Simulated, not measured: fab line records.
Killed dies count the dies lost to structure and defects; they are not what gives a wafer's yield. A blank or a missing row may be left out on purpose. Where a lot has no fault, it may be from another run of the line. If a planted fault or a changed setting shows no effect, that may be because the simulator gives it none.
A lot that was struck, set against a sound lot :: flow nand_harc :: 27 out of 1159 route steps
Sound: the wafers L254.2, L254.4, L254.6. Struck: wafer L267.2 (L267.1, L267.4, from the same lot, were not struck and are left out); the cause is given at the end.
For every step that has rows: the tool of each side, followed by ch and its chambers, followed by its first start. Under that, the readings that differ: sound wafers :: struck wafers :: difference of the means :: sigmas: that difference in standard deviations of wafers without a fault.
alike: same words and numbers on both sides, and readings whose means sit less than 2 such deviations apart. not compared: any withheld reading, any reading some wafer has no value for, any bound like >300 that may hide the same value, and any number with overlapping values for which the record gives no deviation.
The two part at a step that has a row with sigmas, a row that says differs or no value, or rows on one side only. Numbers that have no deviation but don't overlap get no sigmas and don't part them. Lack of a reading on every wafer of one side parts them only where that side has two or more wafers.

first, 1 step without rows for these wafers: NHARC_A_CHANNEL_HOLE_D1_DESCUM_15 (chemistry O2, time 3 s).
NHARC_A_CHANNEL_HOLE_D1_ETCH_38: etches the open film in CF4, target depth 39 nm, time 65 s.
  sound on rie_diel-10 ch 0,1,3, day 9 05:43; struck on rie_diel-10 ch 2, day 13 02:20
  alike: drypump_motor_current_A, oes_product_au, rf_vpp_V, showerhead_plenum_p_Torr, throttle_valve_pct
  not compared: rf_hours_counter_h
then, 2 steps without rows for these wafers: NHARC_A_CHANNEL_HOLE_D1_ETCH_39 (etches the open film in N2/H2, target depth 260 nm, time 325 s); NHARC_A_CHANNEL_HOLE_D1_ETCH_34 (etches the open film in CF4/CHF3, target depth 154 nm, time 77 s).
NHARC_A_CHANNEL_HOLE_D1_ETCH_16: etches the open film in O2/COS, target depth 3100 nm, time 806 s.
  sound: rie_diel-10 ch 0,2,3; struck: rie_diel-10 ch 1
  alike: drypump_motor_current_A, oes_product_au, rf_vpp_V, showerhead_plenum_p_Torr, throttle_valve_pct
  not compared: rf_hours_counter_h
NHARC_A_CHANNEL_HOLE_D1_CD_MEAS_18:
  sound on cd_sem-03, day 9 06:44; struck on cd_sem-02, day 13 03:23
  alike: cd_nm
then, 3 steps without rows for these wafers: NHARC_A_CHANNEL_HOLE_D1_ETCH_19 (etches the open film in C4F8/O2/Ar, time 34.5 s); NHARC_A_CHANNEL_HOLE_D1_ETCH_20 (etches the open film in C4F8/O2/Ar, time 361.9 s, target depth 1600 nm); NHARC_A_CHANNEL_HOLE_D1_ETCH_21 (etches the open film in C4F8/O2/Ar, time 514.3 s, target depth 1600 nm).
NHARC_A_CHANNEL_HOLE_D1_ETCH_22: etches the open film in C4F8/O2/Ar, time 666.7 s, target depth 1600 nm.
  sound on har_etch-02 ch 0,1, day 9 12:22; struck on har_etch-02 ch 0, day 13 04:20
  alike: drypump_motor_current_A, esc_clamp_current_uA, he_backside_leak_sccm, showerhead_plenum_p_Torr, throttle_valve_pct
  not compared: rf_hours_counter_h
NHARC_A_CHANNEL_HOLE_D1_ETCH_23: etches the open film in C4F8/O2/Ar, time 819 s, target depth 1600 nm.
  sound on har_etch-02 ch 0,1, day 9 12:58; struck on har_etch-02 ch 0, day 13 04:54
  alike: drypump_motor_current_A, esc_clamp_current_uA, he_backside_leak_sccm, showerhead_plenum_p_Torr, throttle_valve_pct
  not compared: rf_hours_counter_h
then, 1 step without rows for these wafers: NHARC_A_CHANNEL_HOLE_D1_ETCH_24 (etches the open film in C4F8/O2/Ar, time 906.2 s, target depth 1500 nm).
NHARC_A_CHANNEL_HOLE_D1_ETCH_25: etches the open film in C4F8/O2/Ar, time 1040.2 s, target depth 1500 nm.
  sound on har_etch-02 ch 0,1, day 9 14:28; struck on har_etch-02 ch 0, day 13 06:22
  alike: drypump_motor_current_A, esc_clamp_current_uA, he_backside_leak_sccm, showerhead_plenum_p_Torr, throttle_valve_pct
  not compared: rf_hours_counter_h
then, 6 steps without rows for these wafers: NHARC_A_CHANNEL_HOLE_D1_ETCH_26 (etches the open film in C4F8/O2/Ar, time 224.1 s, target depth 300 nm); NHARC_A_CHANNEL_HOLE_D1_ETCH_33 (etches the open film in C4F8/O2/Ar, time 90 s, target depth 400 nm); NHARC_A_CHANNEL_HOLE_D1_STRIP_41 (strips in N2/H2); NHARC_A_CHANNEL_HOLE_D1_STRIP_42 (strips in CF4/CHF3); NHARC_A_CHANNEL_HOLE_D1_STRIP_43 (strips in O2/COS); NHARC_A_CHANNEL_HOLE_D1_ETCH_44 (etches the open film in CF4/O2, target depth 140 nm, overetch 14 nm, time 77 s).
NHARC_A_CHANNEL_HOLE_D1_STRIP_27: strips in O2.
  sound: rie_diel-10 ch 0,3; struck: rie_diel-05 ch 1
  alike: drypump_motor_current_A, oes_product_au, rf_vpp_V, showerhead_plenum_p_Torr, throttle_valve_pct
  not compared: rf_hours_counter_h
then, 2 steps without rows for these wafers: NHARC_A_CHANNEL_HOLE_D1_PRECLEAN_28 (cleans in SC1); NHARC_A_CHANNEL_HOLE_D1_SRD_29.
NHARC_A_CHANNEL_HOLE_D1_CD_MEAS_30:
  sound on cd_sem-01, day 9 16:57; struck on cd_sem-02, day 13 08:59
  alike: cd_nm
then, 1 step without rows for these wafers: NHARC_A_CHANNEL_HOLE_D1_XSEM_31.
NHARC_A_CHANNEL_HOLE_D1_INSPECT_40:
  sound on defect_inspect-02, day 9 17:08; struck on defect_inspect-01, day 13 09:10
reading: raw_defect_count
sound: 44 79 56
struck: 1151
difference: +1091
sigmas: +73
then, 1 step without rows for these wafers: NHARC_A_CHANNEL_FILL_D1_PRECLEAN_00 (cleans in SC1).
-- break in the record here, with 11 days between the starts of the struck wafers on either side (left off in module A_CHANNEL_FILL_D1, picked up again in module END, where the first step shown is number 1159 on the route) --
NHARC_END_SORT_01:
  sound on prober-01 ch 0, day 20 20:46; struck on prober-01 ch 0, day 24 02:00
reading: killed_at_array
sound: 23 28 30
struck: 123
difference: +96
sigmas: +10

reading: killed_dies
sound: 27 30 32
struck: 126
difference: +96
sigmas: +9
  alike: killed_at_other, killed_at_periphery, killed_open, killed_short

== WHERE THEY PART ==
Earliest at NHARC_A_CHANNEL_HOLE_D1_INSPECT_40; latest, in this record, at NHARC_END_SORT_01.

WHY: what had been put in by the simulator
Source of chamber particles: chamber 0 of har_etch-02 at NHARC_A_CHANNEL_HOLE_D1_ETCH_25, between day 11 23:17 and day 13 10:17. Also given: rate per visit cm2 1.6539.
